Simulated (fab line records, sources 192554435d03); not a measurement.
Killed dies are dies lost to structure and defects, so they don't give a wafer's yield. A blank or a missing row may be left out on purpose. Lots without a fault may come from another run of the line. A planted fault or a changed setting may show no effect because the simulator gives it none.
Split-lot experiment | flow n5_finfet | 7 lots, 21 wafers read, on a route of 1938 steps

THE SPLIT
At N5_BEOL_M7_PECVD_70 (deposits SiO2 from TEOS/O2, target thk 20 nm, time 22.7 s), the setting temp_c was moved away from the recipe's 400 C on 6 of the 21 wafers read, by -1.2% to +3.6%. The other wafers ran this setting at the recipe's value.

FROM THE SPLIT TO THE READING: what the file shows between them, 8 steps
- N5_BEOL_M7_HM_DEP_02: deposits TiN, target thk 20 nm (also split here: target_thk_a)
- N5_BEOL_M7_COAT_59: time 60 s, resist thk 100 nm
- N5_BEOL_M7_COAT_60: time 60 s, resist thk 35 nm
- N5_BEOL_M7_STRIP_68: strips in N2/H2
- N5_BEOL_M7_STRIP_67: strips in CF4
- N5_BEOL_M7_HM_OPEN_17: chemistry Cl2/BCl3, target TiN, target depth 20 nm, overetch 6 nm
- N5_BEOL_M7_STRIP_19: strips in O2
- N5_BEOL_M7_STRIP_80: strips in N2/H2, time 10 s

THE READING
SiO2_of_BEOL_M7_PECVD_70.thk_nm (the simulator's own value, which no gauge read), in nm, at N5_BEOL_M7_HM_STRIP_39 (strips TiN in peroxide tin strip, target depth 25 nm, time 158 s). The file gives no usual value for it. The 15 wafers here that ran the recipe average 19.7 nm, standard deviation 0.24 nm.

wafer  | tool, chamber at the split | temp_c as run, C | against the recipe | SiO2_of_BEOL_M7_PECVD_70.thk_nm, nm | against lot-mates on the recipe
L076.4 | pecvd-01, 0                | 400              | recipe             | 20                                  | -
L076.5 | pecvd-01, 2                | 405.5            | +1.4%              | 19                                  | -1.0
L076.6 | pecvd-01, 1                | 405.5            | +1.4%              | 19.2                                | -0.8
L075.2 | pecvd-03, 1,0              | 400              | recipe             | 19.6                                | -
L075.6 | pecvd-03, 1,0              | 400              | recipe             | 19.6                                | -
L075.5 | pecvd-03, 1                | 400              | recipe             | 20                                  | -
L081.2 | pecvd-01, 0                | 410.6            | +2.6%              | 18.4                                | -1.8
L081.3 | pecvd-01, 1                | 410.6            | +2.6%              | 18                                  | -2.2
L081.4 | pecvd-01, 2                | 400              | recipe             | 20.2                                | -
L083.4 | pecvd-02, 0,1              | 400              | recipe             | 19.6                                | -
L083.6 | pecvd-02, 0,1              | 400              | recipe             | 19.6                                | -
L083.5 | pecvd-02, 2                | 414.5            | +3.6%              | 17.4                                | -2.2
L082.1 | pecvd-02, 0,2              | 400              | recipe             | 19.6                                | -
L082.5 | pecvd-02, 0,2              | 400              | recipe             | 19.6                                | -
L082.3 | pecvd-02, 2                | 400              | recipe             | 19.4                                | -
L097.2 | pecvd-01, 2                | 400              | recipe             | 19.8                                | -
L097.3 | pecvd-01, 1                | 400              | recipe             | 19.6                                | -
L097.5 | pecvd-01, 0                | 400              | recipe             | 20                                  | -
L096.2 | pecvd-01, 1                | 400              | recipe             | 19.4                                | -
L096.3 | pecvd-01, 0                | 395              | -1.2%              | 20.4                                | +0.7
L096.4 | pecvd-01, 2                | 400              | recipe             | 20                                  | -
Where a row lists several chambers, the file gives one row for several wafers and doesn't say which wafer went through which chamber.

THE FIT
A straight line over all 21 wafers: SiO2_of_BEOL_M7_PECVD_70.thk_nm changes by -0.592 nm for each +1% of temp_c; r = -0.95; the points scatter about the line by 0.24 nm.
The same after taking each lot's own level away (the mean of its wafers on the recipe; 21 wafers): -0.669 nm for each +1%; r = -0.97; scatter 0.19 nm.
On that fit, the largest move of temp_c shifts the reading by 2.4 nm.
The lots' own levels span 19.53 to 20.20 nm, that is 2.8 times the standard deviation above.
So the lot-to-lot level changes the slope: the two fits differ.
Check: with one of the wafers moved furthest among these (+3.6%) left out of the fit, the line predicts -2.6 nm for it against its lot-mates. It came out at -2.2 nm against them.

OTHER SPLITS ON THESE WAFERS
These wafers also went through other splits before the reading. Each is held against what the fit with the lots' levels taken away leaves over:
other split on the same wafers    | wafers away from the commonest value | r with SiO2_of_BEOL_M7_PECVD_70.thk_nm (lot level and that fit taken away)
N5_BEOL_M4_COAT_73 spin_rpm       | 5                                    | -0.06
N5_BEOL_M4_DESCUM_16 time_s       | 6                                    | -0.21
N5_BEOL_M4_COAT_67 spin_rpm       | 7                                    | -0.18
N5_BEOL_M5_ETCH_72 source_w       | 6                                    | -0.21
N5_BEOL_M5_COAT_66 spin_rpm       | 9                                    | -0.31
N5_BEOL_M7_HM_DEP_02 target_thk_a | 7                                    | +0.13

THE WHOLE CHAIN: every reading that the file lists as answering this split, in the file's order
step                   | what it does                                                     | reading                                                                          | change (the file's fit)               | r (the file's)
N5_BEOL_M7_PECVD_70    | deposits SiO2 from TEOS/O2, target thk 20 nm, time 22.7 s        | SiO2_of_BEOL_M7_PECVD_70.thk_nm (the simulator's own value, which no gauge read) | -0.657 nm for each +1% of the setting | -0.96
N5_BEOL_M7_HM_STRIP_39 | strips TiN in peroxide tin strip, target depth 25 nm, time 158 s | SiO2_of_BEOL_M7_PECVD_70.thk_nm (the simulator's own value, which no gauge read) | -0.652 nm for each +1% of the setting | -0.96

THE FILE'S OWN FIT
SiO2_of_BEOL_M7_PECVD_70.thk_nm changes by -0.652 nm for each +1% of temp_c, r = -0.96.
